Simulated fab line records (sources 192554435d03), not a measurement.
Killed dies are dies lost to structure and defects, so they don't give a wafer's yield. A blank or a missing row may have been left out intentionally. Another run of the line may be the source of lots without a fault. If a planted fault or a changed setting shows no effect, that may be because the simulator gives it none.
Comparing a struck lot with a sound one    flow n5 finfet    39 out of 1938 route steps
Sound: these wafers, L835.1, L835.5, L835.6. Wafers struck: L846.1, L846.3, L846.4. Last of all comes the cause.
Order at every step that has rows: each side's tool, ch and its chambers, its first start. Under that, the readings that differ: sound wafers    struck wafers    difference of the means    sigmas: that difference in standard deviations of wafers without a fault.
alike: readings with means less than 2 such deviations apart, plus words and numbers identical on both sides. not compared: withheld readings, readings lacking a value on some wafer, bounds such as >300 that could conceal the same value, and numbers that have no deviation in the record and whose values overlap.
The two part at a step that has a row with sigmas, a row that says differs or no value, or rows on one side only. Non-overlapping numbers with no deviation appear without sigmas and do not part them. A reading that every wafer of one side lacks parts them only if that side has two wafers or more.

first, 11 steps without rows for these wafers: N5_FIN_SAQP_RECESS_63 (chemistry HF/NH3, target SiO2, target depth 18 nm, afs cycles 3, sublimation time 60 s); N5_FIN_SAQP_COAT_68 (time 60 s, resist thk 100 nm); N5_FIN_SAQP_ETCH_69 (etches SOC in N2/H2, stops on SiNx, target depth 150 nm); N5_FIN_SAQP_ETCH_67 (etches SiNx in CH3F/O2, target depth 30 nm); N5_FIN_SAQP_STRIP_70 (strips in N2/H2); N5_FIN_SAQP_RECESS_71 (chemistry HF/NH3, target SiO2, target depth 3 nm, afs cycles 1, sublimation time 60 s); N5_FIN_SAQP_SPACER2_ALD_28 (deposits SiO2, target thk 8.1 nm, pulse time 1 s, purge time 2 s); N5_FIN_SAQP_SPACER2_ETCHBACK_29 (etches SiO2 in CHF3/O2, target depth 12.2 nm, time 6.1 s); N5_FIN_SAQP_MANDREL2_REMOVE_60 (chemistry HBr/Cl2/O2, target a-Si, stops on SiNx, bt time 10 s); N5_FIN_SAQP_HM_OPEN_33 (chemistry CH3F/O2, target SiNx, target depth 49.4 nm, time 70.6 s); N5_FIN_SAQP_ETCH_34 (etches SiO2 in C4F6/O2, target depth 45 nm, time 15 s).
N5_FIN_SAQP_STRIP_77: strips in N2/H2, time 90 s.
  sound on rie diel-05 ch 0,1,3, day 2 20:23; struck on rie diel-05 ch 1,2,3, day 5 13:53
  no value came back on the struck wafers for any of 7 readings (bias power w (W), chamber pressure mTorr (mTorr) and others); on the sound wafers bias power w (W) reads 2.998 3.006 3.014
  not compared: rf hours counter h
then, 5 steps without rows for these wafers: N5_FIN_SAQP_ETCH_64 (etches SiO2 in CF4, target depth 1.5 nm); N5_FIN_SAQP_FIN_ETCH_36 (etches the open film in HBr/Cl2/O2, target depth 120 nm, time 50.4 s); N5_FIN_SAQP_PRECLEAN_38 (cleans in O3/DIW, time 45 s); N5_FIN_SAQP_PRECLEAN_45 (cleans in dHF, time 10 s); N5_FIN_SAQP_SRD_39 (time 30 s).
N5_FIN_SAQP_INSPECT_40: inspects for defects (brightfield).
  sound on defect inspect-02 at day 2 20:49; struck on defect inspect-02 at day 5 14:19
reading           sound        struck       difference  sigmas
raw defect count  222 197 175  830 979 792  +669        +11
then, 9 steps without rows for these wafers: N5_FIN_CUT_COAT_18 (time 60 s, resist thk 230 nm); N5_FIN_CUT_COAT_19 (time 60 s, resist thk 20 nm); N5_FIN_CUT_COAT_29 (time 60 s, resist thk 10 nm); N5_FIN_CUT_COAT_02 (resist thk 30 nm); N5_FIN_CUT_EBR_04; N5_FIN_CUT_SOFTBAKE_03 (time 60 s); N5_FIN_CUT_EXPOSE_05 (exposes mask FIN CUT); N5_FIN_CUT_PEB_06 (peb time 60 s); N5_FIN_CUT_DEVELOP_07 (develop time 30 s).
N5_FIN_CUT_INSPECT_10: inspects for defects (brightfield).
  sound on defect inspect-02 at day 2 21:20; struck on defect inspect-01 at day 5 14:50
reading           sound     struck       difference  sigmas
raw defect count  36 25 33  244 288 261  +233        +23
then, 8 steps without rows for these wafers: N5_FIN_CUT_DESCUM_13 (chemistry O2, time 7 s); N5_FIN_CUT_ETCH_30 (etches underlayer in N2/H2, target depth 13 nm, time 10.4 s); N5_FIN_CUT_ETCH_20 (etches SiARC in CF4, target depth 26 nm, time 43.3 s); N5_FIN_CUT_ETCH_21 (etches SOC in N2/H2, target depth 219 nm, overetch 43.8 nm, time 523.5 s); N5_FIN_CUT_STRIP_23 (strips in N2/H2); N5_FIN_CUT_STRIP_31 (strips in N2/H2); N5_FIN_CUT_STRIP_24 (strips in CF4); N5_FIN_CUT_CUT_ETCH_26 (etches SiNx in CH3F/O2, target depth 39 nm, time 55.7 s).
N5_FIN_CUT_INSPECT_17: inspects for defects (brightfield).
  sound on defect inspect-02 at day 2 22:17; struck on defect inspect-02 at day 5 15:54
reading           sound        struck       difference  sigmas
raw defect count  226 201 198  826 999 805  +668        +11
-- record jumps: 6 days separate the struck wafers' starts on either side; left off in module FIN_CUT, taken up again in module BEOL_M4, whose first shown step is the route's number 1111 --
N5_BEOL_M4_RC_MEAS_101:
  sound on prober-02 ch 0, day 8 23:52; struck on prober-02 ch 0, day 11 12:16
reading    sound           struck          difference  sigmas
VT_P (mV)  -256 -259 -258  -246 -251 -251  +8          +2
  alike: DIBL_N, DIBL_P, IOFF_N, IOFF_P, ION_N, ION_P, SS_N, SS_P, VT_N
-- the record jumps here: 5 days lie between the struck wafers' starts before and after (it left off in module BEOL_M4 and takes up again in module PASSIVATION, whose first step shown is number 1936 of the route) --
N5_PASSIVATION_PROBE_49:
  rows exist in the record for the struck wafers here (prober-02, day 16 03:59), but not for the sound ones

## WHERE THEY PART
First at N5_FIN_SAQP_STRIP_77; last, within this record, at N5_PASSIVATION_PROBE_49.

WHY: what the simulator had put in
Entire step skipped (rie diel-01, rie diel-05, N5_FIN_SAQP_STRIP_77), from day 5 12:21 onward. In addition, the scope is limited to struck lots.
